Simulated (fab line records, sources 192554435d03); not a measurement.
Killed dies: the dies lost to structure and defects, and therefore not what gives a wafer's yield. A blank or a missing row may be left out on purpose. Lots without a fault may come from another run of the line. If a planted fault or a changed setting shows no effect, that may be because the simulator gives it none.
A struck lot beside a sound one + flow n5-finfet + 37 out of 1938 route steps
Sound: these wafers, L732.3, L732.4, L732.5. Struck: wafer L746.2. (L746.5, L746.6 of the same lot were not struck and are left out.) The cause comes at the end.
Each step with rows lists, per side, the tool, then ch with its chambers, then its first start. Under that, the readings that differ: sound wafers + struck wafers + difference of the means + sigmas: that difference in standard deviations of wafers without a fault.
alike: words and numbers the same on both sides, and readings whose means are apart by under 2 such deviations; not compared: readings that were withheld, readings missing a value for some wafer, numbers with overlapping values and no deviation given by the record, and bounds like >300 which may hide the same value.
The two part at a step that has a row with sigmas, a row that says differs or no value, or rows on one side only. Numbers that have no deviation but don't overlap get no sigmas and don't part them. A reading missing from all wafers of one side parts the sides only when that side holds two or more wafers.

first, 10 steps without rows for these wafers: N5_DUMMY_GATE_ETCH_44 (etches poly-Si in HBr/O2, stops on SiO2, target depth 127.5 nm); N5_DUMMY_GATE_ETCH_42 (etches SiO2 in CHF3/O2, target depth 3.5 nm, time 31 s); N5_DUMMY_GATE_STRIP_48 (strips in N2/H2, time 20 s); N5_DUMMY_GATE_PRECLEAN_33 (cleans in dHF, time 10 s); N5_DUMMY_GATE_PRECLEAN_25 (cleans in O3/DIW, time 45 s); N5_DUMMY_GATE_PRECLEAN_51 (cleans in SC2, time 45 s); N5_DUMMY_GATE_SRD_26 (time 30 s); N5_DUMMY_GATE_UV_OZONE_45 (time 120 s); N5_SPACER0_ALD_07 (deposits SiNx, target thk 2 nm); N5_SPACER0_ALD_00 (deposits SiOCN, target thk 3.5 nm, pulse time 3 s, purge time 2 s).
N5_SPACER0_ALD_08: deposits SiNx, target thk 2 nm.
  sound on ald-sin-03 ch 0,1,3, day 3 07:16; struck on ald-sin-03 ch 0, day 6 20:09
| reading                                  | sound | struck | difference | sigmas |
|------------------------------------------|-------|--------|------------|--------|
| model.SiNx_of_SPACER0_ALD_08.thk-nm (nm) | 2 2 2 | 2.8    | +0.8       |        |
  alike: heater-power-w
then, 8 steps without rows for these wafers: N5_SD_EPI_N_COAT_32 (time 60 s, resist thk 350 nm); N5_SD_EPI_N_COAT_33 (time 60 s, resist thk 35 nm); N5_SD_EPI_N_COAT_03 (resist thk 150 nm); N5_SD_EPI_N_EBR_05; N5_SD_EPI_N_SOFTBAKE_04 (time 60 s); N5_SD_EPI_N_EXPOSE_06 (exposes mask SD N BLK, target cd 120 nm); N5_SD_EPI_N_PEB_07 (peb time 60 s); N5_SD_EPI_N_DEVELOP_08 (develop time 30 s).
N5_SD_EPI_N_DESCUM_14: chemistry O2, time 7.9 s.
  sound on rie-diel-03 ch 0,2,3, day 3 07:50; struck on rie-diel-03 ch 2, day 6 20:43
  alike: drypump-motor-current-A, oes-product-au, rf-fwd-power-W, rf-vpp-V, showerhead-plenum-p-Torr, throttle-valve-pct
  not compared: rf-hours-counter-h, model.SD_EPI_N.cd-nm
N5_SD_EPI_N_ETCH_34: etches SiARC in CF4, target depth 45.5 nm, time 75.8 s.
  sound on rie-diel-03 ch 0,2,3, day 3 07:52; struck on rie-diel-03 ch 2, day 6 20:46
  alike: drypump-motor-current-A, etch-rf-on-time-s, mfc-ar-sccm, oes-product-au, rf-fwd-power-W, rf-vpp-V, showerhead-plenum-p-Torr, throttle-valve-pct
  not compared: rf-hours-counter-h, model.SD_EPI_N.cd-nm
then, 8 steps without rows for these wafers: N5_SD_EPI_N_ETCH_35 (etches SOC in N2/H2, overetch 108 nm, time 486 s); N5_SD_EPI_N_STRIP_36 (strips in N2/H2); N5_SD_EPI_N_ETCHBACK_44 (etches SiNx in CH3F/O2, stops on SiO2, target depth 14.5 nm); N5_SD_EPI_N_ETCH_45 (etches SiOCN in CH3F/O2, target depth 6 nm); N5_SD_EPI_N_ETCH_16 (etches SiO2 in CHF3/O2, target depth 5 nm); N5_SD_EPI_N_STRIP_47 (strips in CHF3/O2); N5_SD_EPI_N_SD_RECESS_17 (chemistry HBr/Cl2/O2, target depth 41 nm, time 23.7 s, bt time 3 s); N5_SD_EPI_N_STRIP_38 (strips in N2/H2).
N5_SD_EPI_N_WET_ETCH_43: etches SiO2 in dHF, time 14 s, target depth 1.5 nm.
  sound on wet-bench-02 ch 0,5,7, day 3 08:42; struck on wet-bench-03 ch 2, day 6 21:35
| reading                                  | sound       | struck | difference | sigmas |
|------------------------------------------|-------------|--------|------------|--------|
| model.SiNx_of_SPACER0_ALD_08.thk-nm (nm) | 1.6 1.6 1.6 | 2.4    | +0.8       |        |
then, 5 steps without rows for these wafers: N5_SD_EPI_N_STRIP_18 (strips in SPM, time 750 s); N5_SD_EPI_N_SRD_20 (time 30 s); N5_SD_EPI_N_PRECLEAN_48 (cleans in NF3:NH3, afs cycles 2, time 20 s, sublimation time 60 s); N5_SD_EPI_N_VAPOR_ETCH_50 (etches Si in HCl, time 54 s); N5_SD_EPI_N_EPI_21 (deposits Si:P, time 690 s).
-- record jumps: 6 days separate the struck wafers' starts on either side; left off in module SD_EPI_N, taken up again in module BEOL_M4, whose first shown step is the route's number 1111 --
N5_BEOL_M4_RC_MEAS_101:
  sound on prober-02 ch 0, day 8 17:40; struck on prober-02 ch 0, day 13 06:44
| reading         | sound             | struck | difference | sigmas |
|-----------------|-------------------|--------|------------|--------|
| DIBL_N (mV/V)   | 37.7 38.9 40.3    | 29.1   | -9.9       | -5     |
| DIBL_P (mV/V)   | 37.4 38.7 40.3    | 30.2   | -8.6       | -4     |
| IOFF_N (nA/um)  | 0.18 0.19 0.22    | 0.07   | -0.13      | -4     |
| IOFF_P (nA/um)  | 0.21 0.24 0.27    | 0.10   | -0.14      | -4     |
| ION_N (uA/um)   | 683 687 683       | 636    | -48        | -4     |
| ION_P (uA/um)   | 463 468 464       | 436    | -29        | -4     |
| REXT_N (ohm.um) | 74.2 73.7 73.7    | 85.2   | +11.3      | +6     |
| REXT_P (ohm.um) | 101.4 101.6 100.0 | 110.4  | +9.4       | +4     |
| SS_P (mV/dec)   | 73.3 74.2 74.4    | 71.7   | -2.3       | -3     |
| VT_N (mV)       | 244 247 244       | 265    | +20        | +6     |
| VT_P (mV)       | -250 -246 -245    | -262   | -15        | -5     |
| VT_P_LVT (mV)   | -95.9 -94.2 -93.3 | -112.4 | -17.9      | -6     |
  alike: SS_N
-- a jump in the record: the struck wafers' starts before and after are 4 days apart (it breaks off in module BEOL_M4 and resumes in module PASSIVATION, where the first step shown is number 1936 of the route) --
N5_PASSIVATION_PROBE_49:
  only the struck wafers here have rows in the record (prober-02, day 17 18:23); the sound ones have none

WHERE THEY PART
Earliest at N5_BEOL_M4_RC_MEAS_101; latest, in this record, at N5_PASSIVATION_PROBE_49.

WHY: what had been put in by the simulator
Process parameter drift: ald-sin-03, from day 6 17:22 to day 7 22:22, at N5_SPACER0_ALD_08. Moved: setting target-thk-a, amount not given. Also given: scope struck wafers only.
